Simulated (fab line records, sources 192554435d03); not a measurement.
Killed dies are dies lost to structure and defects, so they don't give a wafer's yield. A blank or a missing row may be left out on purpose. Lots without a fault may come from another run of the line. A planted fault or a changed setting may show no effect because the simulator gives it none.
Which tool did it? | flow n5_finfet | 24 lots, 72 wafers sampled, at 6 steps of a route of 1938

WHAT THE GAUGES READ, wafer by wafer
N5_BEOL_M7_THK_MEAS_01. Usual: M7_ILD_THK 156.3 nm, standard deviation 2.
lot  | measured     | on            | M7_ILD_THK (nm)   | flag
L074 | day 9 12:46  | film_metro-02 | 152.4 155.0 156.5 |
L075 | day 9 20:16  | film_metro-01 | 153.7 156.8 153.4 |
L076 | day 9 20:46  | film_metro-02 | 154.5 156.8 157.8 |
L079 | day 10 15:02 | film_metro-02 | 157.7 160.0 158.9 |
L077 | day 10 16:06 | film_metro-02 | 157.6 157.2 159.4 |
L078 | day 11 03:01 | film_metro-01 | 154.8 159.3 157.4 |
L080 | day 11 13:41 | film_metro-01 | 156.1 157.4 156.6 |
L082 | day 11 23:28 | film_metro-02 | 152.3 152.3 156.0 |
L081 | day 12 02:08 | film_metro-02 | 155.4 156.6 156.1 |
L084 | day 12 04:16 | film_metro-01 | 156.3 154.9 157.5 |
L086 | day 12 08:35 | film_metro-02 | 154.7 156.1 158.7 |
L085 | day 13 08:06 | film_metro-01 | 155.1 155.5 156.1 |
L083 | day 13 08:38 | film_metro-01 | 153.6 153.6 156.4 |
L088 | day 13 09:32 | film_metro-01 | 153.6 154.5 156.2 |
L087 | day 13 10:42 | film_metro-01 | 153.8 157.1 155.3 |
L090 | day 13 15:51 | film_metro-02 | 155.2 155.3 155.4 |
L089 | day 13 16:20 | film_metro-02 | 154.2 155.2 156.7 |
L091 | day 14 13:25 | film_metro-01 | 156.6 159.0 159.3 |
L092 | day 14 13:54 | film_metro-02 | 158.5 155.1 160.3 |
L093 | day 14 13:58 | film_metro-01 | 156.3 160.0 155.0 |
L094 | day 14 19:43 | film_metro-01 | 153.1 155.3 155.9 |
L095 | day 15 00:08 | film_metro-02 | 152.9 157.4 156.7 |
L096 | day 15 23:03 | film_metro-02 | 154.5 156.2 153.1 |
L097 | day 16 02:44 | film_metro-01 | 157.2 159.7 157.8 |

N5_BEOL_M7_CD_MEAS_11: target cd 38.5 nm. Usual: cd_nm 38.5 nm, standard deviation 0.48.
lot  | measured     | on        | cd_nm (nm)     | flag
L074 | day 9 13:50  | cd_sem-03 | 38.5 38.5 38.8 |
L075 | day 9 22:53  | cd_sem-02 | 38.9 39.0 38.5 |
L076 | day 9 23:17  | cd_sem-01 | 37.9 38.9 38.4 |
L079 | day 10 18:13 | cd_sem-03 | 38.6 38.5 38.5 |
L077 | day 10 18:16 | cd_sem-02 | 38.7 39.1 38.3 |
L078 | day 11 05:29 | cd_sem-02 | 38.5 38.0 38.7 |
L080 | day 11 14:32 | cd_sem-03 | 38.1 38.4 38.3 |
L082 | day 12 00:34 | cd_sem-01 | 37.7 38.3 37.9 |
L081 | day 12 02:58 | cd_sem-02 | 38.4 38.7 38.3 |
L084 | day 12 06:04 | cd_sem-02 | 38.3 37.8 38.1 |
L086 | day 12 10:39 | cd_sem-02 | 39.0 38.9 39.3 |
L085 | day 13 09:11 | cd_sem-02 | 38.6 38.9 38.4 |
L083 | day 13 09:26 | cd_sem-02 | 38.0 37.7 37.9 |
L088 | day 13 12:29 | cd_sem-01 | 38.3 38.7 38.4 |
L087 | day 13 13:03 | cd_sem-01 | 38.1 39.0 38.3 |
L090 | day 13 17:07 | cd_sem-01 | 38.5 38.6 39.3 |
L089 | day 13 17:13 | cd_sem-02 | 39.5 39.3 39.2 |
L091 | day 14 14:31 | cd_sem-03 | 38.4 38.5 38.0 |
L092 | day 14 14:52 | cd_sem-03 | 38.6 39.0 38.7 |
L093 | day 14 15:02 | cd_sem-02 | 38.5 38.3 37.9 |
L094 | day 14 20:46 | cd_sem-03 | 38.9 38.4 38.8 |
L095 | day 15 00:51 | cd_sem-01 | 38.5 38.2 37.4 |
L096 | day 15 23:51 | cd_sem-01 | 38.8 38.6 39.1 |
L097 | day 16 03:35 | cd_sem-01 | 38.6 38.0 38.0 |

N5_BEOL_M7_CD_MEAS_35: target cd 40 nm. Usual: cd_nm 40.0 nm, standard deviation 0.55.
lot  | measured     | on        | cd_nm (nm)     | flag
L074 | day 9 16:26  | cd_sem-02 | 40.5 40.2 40.2 |
L075 | day 10 02:19 | cd_sem-03 | 39.8 39.9 39.7 |
L076 | day 10 02:08 | cd_sem-02 | 39.8 40.1 39.5 |
L079 | day 10 21:44 | cd_sem-02 | 39.9 39.8 39.4 |
L077 | day 10 23:04 | cd_sem-02 | 40.0 40.7 40.2 |
L078 | day 11 08:52 | cd_sem-01 | 39.7 39.9 40.0 |
L080 | day 11 16:46 | cd_sem-01 | 40.2 39.6 40.5 |
L082 | day 12 02:11 | cd_sem-01 | 39.8 39.2 39.0 |
L081 | day 12 04:39 | cd_sem-02 | 39.9 39.6 39.8 |
L084 | day 12 08:10 | cd_sem-03 | 39.8 39.5 39.6 |
L086 | day 12 12:59 | cd_sem-02 | 40.8 40.3 40.7 |
L085 | day 13 12:20 | cd_sem-02 | 40.1 40.6 40.3 |
L083 | day 13 12:35 | cd_sem-03 | 39.3 39.1 39.2 |
L088 | day 13 14:26 | cd_sem-02 | 39.8 40.0 39.8 |
L087 | day 13 14:46 | cd_sem-03 | 39.4 40.2 39.9 |
L090 | day 13 19:46 | cd_sem-02 | 40.1 39.8 41.1 |
L089 | day 13 20:04 | cd_sem-02 | 40.7 40.7 41.3 |
L091 | day 14 17:07 | cd_sem-03 | 39.7 40.3 39.5 |
L092 | day 14 17:58 | cd_sem-03 | 39.8 40.5 39.7 |
L093 | day 14 17:37 | cd_sem-02 | 40.8 40.4 39.6 |
L094 | day 14 22:55 | cd_sem-01 | 40.8 40.0 40.4 |
L095 | day 15 02:43 | cd_sem-03 | 38.9 39.2 39.3 |
L096 | day 16 02:49 | cd_sem-02 | 40.3 40.0 40.8 |
L097 | day 16 06:04 | cd_sem-02 | 39.7 39.9 40.2 |

WHICH TOOL RAN EACH LOT (tool, then ch and the chambers of the sampled wafers, then the start)
lot  | N5_BEOL_M6_SURFACE_TREAT_79  | N5_BEOL_M7_HM_OPEN_17             | N5_BEOL_M7_STRIP_80
L074 | pvd_sputter-02, day 9 10:56  | rie_metal-02 ch 0,1, day 9 14:12  | rie_diel-06 ch 1,2,3, day 9 16:26 or earlier
L075 | pvd_sputter-01, day 9 17:49  | rie_metal-02 ch 1, day 9 23:15    | rie_diel-03 ch 0,1,2, day 10 02:19 or earlier
L076 | pvd_sputter-01, day 9 18:21  | rie_metal-03 ch 0,1, day 9 23:40  | rie_diel-01 ch 1,2,3, day 10 02:08 or earlier
L079 | pvd_sputter-03, day 10 13:10 | rie_metal-03 ch 0,1, day 10 18:49 | rie_diel-03 ch 0,1,2, day 10 21:44 or earlier
L077 | pvd_sputter-03, day 10 13:37 | rie_metal-03 ch 1, day 10 18:58   | rie_diel-01 ch 2,3, day 10 23:04 or earlier
L078 | pvd_sputter-01, day 11 00:25 | rie_metal-01 ch 0,1, day 11 06:07 | rie_diel-03 ch 0,1, day 11 08:52 or earlier
L080 | pvd_sputter-02, day 11 11:56 | rie_metal-01 ch 0,1, day 11 14:54 | rie_diel-01 ch 0,1, day 11 16:46 or earlier
L082 | pvd_sputter-01, day 11 21:10 | rie_metal-03 ch 0,1, day 12 00:56 | rie_diel-03 ch 0,2,3, day 12 02:11 or earlier
L081 | pvd_sputter-01, day 11 23:37 | rie_metal-02 ch 0,1, day 12 03:20 | rie_diel-03 ch 0,3, day 12 04:39 or earlier
L084 | pvd_sputter-01, day 12 02:28 | rie_metal-02 ch 0,1, day 12 06:31 | rie_diel-01 ch 2,3, day 12 08:10 or earlier
L086 | pvd_sputter-02, day 12 06:40 | rie_metal-01 ch 0,1, day 12 11:01 | rie_diel-06 ch 1,3, day 12 12:59 or earlier
L085 | pvd_sputter-03, day 13 05:48 | rie_metal-03 ch 0,1, day 13 09:41 | rie_diel-01 ch 0,2,3, day 13 12:20 or earlier
L083 | pvd_sputter-01, day 13 06:19 | rie_metal-02 ch 1, day 13 09:51   | rie_diel-03 ch 0,1,2, day 13 12:35 or earlier
L088 | pvd_sputter-01, day 13 06:37 | rie_metal-03 ch 0,1, day 13 13:07 | rie_diel-01 ch 0,1,3, day 13 14:26 or earlier
L087 | pvd_sputter-03, day 13 08:54 | rie_metal-02 ch 0,1, day 13 13:25 | rie_diel-06 ch 2,3, day 13 14:46 or earlier
L090 | pvd_sputter-02, day 13 13:34 | rie_metal-02 ch 0,1, day 13 17:31 | rie_diel-03 ch 0,3, day 13 19:46 or earlier
L089 | pvd_sputter-01, day 13 13:45 | rie_metal-03 ch 0,1, day 13 18:07 | rie_diel-06 ch 0,1,2, day 13 20:04 or earlier
L091 | pvd_sputter-01, day 14 09:34 | rie_metal-01 ch 0,1, day 14 14:55 | rie_diel-03 ch 0,3, day 14 17:07 or earlier
L092 | pvd_sputter-01, day 14 10:07 | rie_metal-01 ch 0,1, day 14 15:14 | rie_diel-01 ch 0,1,3, day 14 17:58 or earlier
L093 | pvd_sputter-01, day 14 10:30 | rie_metal-01 ch 0,1, day 14 15:30 | rie_diel-06 ch 0,2, day 14 17:37 or earlier
L094 | pvd_sputter-02, day 14 14:37 | rie_metal-01 ch 0, day 14 21:08   | rie_diel-06 ch 1,2, day 14 22:55 or earlier
L095 | pvd_sputter-02, day 14 21:25 | rie_metal-02 ch 0,1, day 15 01:13 | rie_diel-03 ch 0,1,2, day 15 02:43 or earlier
L096 | pvd_sputter-02, day 15 19:14 | rie_metal-01 ch 0,1, day 16 00:13 | rie_diel-03 ch 0,2,3, day 16 02:49 or earlier
L097 | pvd_sputter-02, day 15 23:44 | rie_metal-01 ch 0,1, day 16 04:01 | rie_diel-03 ch 2,3, day 16 06:04 or earlier
- N5_BEOL_M6_SURFACE_TREAT_79
- N5_BEOL_M7_HM_OPEN_17: chemistry Cl2/BCl3, target TiN, target depth 20 nm, overetch 6 nm.
- N5_BEOL_M7_STRIP_80: strips in N2/H2, time 10 s.

WHAT THE TOOLS THEMSELVES READ (means of the sampled wafers that have a number; where no wafer has one, the mark that the record gives instead)
N5_BEOL_M7_HM_OPEN_17. Usual: drypump_motor_current_A 5.6 A, standard deviation 0.4; oes_product_au 0.63 a.u., standard deviation 0.077; throttle_valve_pct 22.29 %, standard deviation 0.24.
lot  | tool         | drypump_motor_current_A (A) | oes_product_au (a.u.) | throttle_valve_pct (%) | flag
L074 | rie_metal-02 | 5.2                         | 0.63                  | 22.41                  |
L075 | rie_metal-02 | 5.1                         | 0.65                  | 22.58                  |
L076 | rie_metal-03 | 5.6                         | 0.73                  | 22.07                  |
L079 | rie_metal-03 | 5.6                         | 0.73                  | 22.06                  |
L077 | rie_metal-03 | 5.3                         | 0.74                  | 22.04                  |
L078 | rie_metal-01 | 5.7                         | 0.56                  | 22.50                  |
L080 | rie_metal-01 | 5.8                         | 0.56                  | 22.34                  |
L082 | rie_metal-03 | 6.0                         | 0.69                  | 22.12                  |
L081 | rie_metal-02 | 5.2                         | 0.62                  | 22.42                  |
L084 | rie_metal-02 | 5.2                         | 0.61                  | 22.43                  |
L086 | rie_metal-01 | 5.6                         | 0.55                  | 22.52                  |
L085 | rie_metal-03 | 5.6                         | 0.70                  | 22.11                  |
L083 | rie_metal-02 | 5.1                         | 0.63                  | 22.58                  |
L088 | rie_metal-03 | 6.0                         | 0.69                  | 22.13                  |
L087 | rie_metal-02 | 5.3                         | 0.59                  | 22.25                  |
L090 | rie_metal-02 | 5.3                         | 0.59                  | 22.26                  |
L089 | rie_metal-03 | 5.6                         | 0.70                  | 22.09                  |
L091 | rie_metal-01 | 5.7                         | 0.54                  | 22.53                  |
L092 | rie_metal-01 | 5.8                         | 0.56                  | 22.35                  |
L093 | rie_metal-01 | 5.6                         | 0.54                  | 22.53                  |
L094 | rie_metal-01 | 5.9                         | 0.58                  | 22.16                  |
L095 | rie_metal-02 | 5.3                         | 0.59                  | 22.27                  |
L096 | rie_metal-01 | 5.8                         | 0.65                  | 22.27                  |
L097 | rie_metal-01 | 5.8                         | 0.66                  | 22.25                  |

N5_BEOL_M7_STRIP_80. Usual: drypump_motor_current_A 5.52 A, standard deviation 0.28; oes_product_au 0.76 a.u., standard deviation 0.072; rf_vpp_V 59.1 V, standard deviation 0.98; showerhead_plenum_p_Torr 2.50 Torr, standard deviation 0.094; throttle_valve_pct 23.6 %, standard deviation 0.33.
lot  | tool        | drypump_motor_current_A (A) | oes_product_au (a.u.) | rf_vpp_V (V) | showerhead_plenum_p_Torr (Torr) | throttle_valve_pct (%) | flag
L074 | rie_diel-06 | 5.68                        | 0.80                  | 59.3         | 2.56                            | 23.7                   |
L075 | rie_diel-03 | 5.40                        | 0.74                  | 59.2         | 2.46                            | 23.5                   |
L076 | rie_diel-01 | 5.66                        | 0.73                  | 58.4         | 2.53                            | 23.7                   |
L079 | rie_diel-03 | 5.36                        | 0.73                  | 59.0         | 2.45                            | 23.5                   |
L077 | rie_diel-01 | 5.69                        | 0.72                  | 59.4         | 2.49                            | 23.8                   |
L078 | rie_diel-03 | 5.36                        | 0.74                  | 59.0         | 2.38                            | 23.2                   |
L080 | rie_diel-01 | 5.25                        | 0.77                  | 59.1         | 2.58                            | 23.7                   |
L082 | rie_diel-03 | 5.53                        | 0.70                  | 58.2         | 2.51                            | 23.8                   |
L081 | rie_diel-03 | 5.67                        | 0.69                  | 59.0         | 2.50                            | 23.7                   |
L084 | rie_diel-01 | 5.68                        | 0.73                  | 59.2         | 2.46                            | 23.7                   |
L086 | rie_diel-06 | 5.38                        | 0.76                  | 58.4         | 2.46                            | 23.7                   |
L085 | rie_diel-01 | 5.47                        | 0.74                  | 59.7         | 2.50                            | 23.8                   |
L083 | rie_diel-03 | 5.36                        | 0.72                  | 58.9         | 2.44                            | 23.5                   |
L088 | rie_diel-01 | 5.45                        | 0.73                  | 60.4         | 2.54                            | 23.7                   |
L087 | rie_diel-06 | 5.67                        | 0.74                  | 59.0         | 2.57                            | 23.8                   |
L090 | rie_diel-03 | 5.64                        | 0.78                  | 59.0         | 2.49                            | 23.4                   |
L089 | rie_diel-06 | 5.81                        | 0.81                  | 58.9         | 2.60                            | 23.6                   |
L091 | rie_diel-03 | 5.69                        | 0.84                  | 59.7         | 2.50                            | 23.5                   |
L092 | rie_diel-01 | 5.44                        | 0.72                  | 59.7         | 2.53                            | 23.8                   |
L093 | rie_diel-06 | 5.64                        | 0.80                  | 58.9         | 2.59                            | 23.5                   |
L094 | rie_diel-06 | 5.99                        | 0.79                  | 59.5         | 2.63                            | 23.7                   |
L095 | rie_diel-03 | 5.36                        | 0.71                  | 58.7         | 2.44                            | 23.5                   |
L096 | rie_diel-03 | 5.51                        | 0.87                  | 59.9         | 2.50                            | 23.6                   |
L097 | rie_diel-03 | 5.45                        | 0.76                  | 59.2         | 2.50                            | 24.0                   |

THE ANSWER, worked out from the rows above alone
Rule: a lot is off if the mean of its wafers that have a number lies more than 3 standard deviations from the usual mean. A lot without any number at a reading at which 4 lots or more have one is off too. The other lots that the step has rows for count as sound. The gauges are gone through in route order, then the tools' own readings, and for those a lot's mean is taken as printed above. The first step at which some lot is off is used, and at that step the reading that is off furthest; a lot without a number counts as furthest.
No lot is off at any reading shown: from this, nothing can be told.

WHAT THE SIMULATOR HAD PUT IN
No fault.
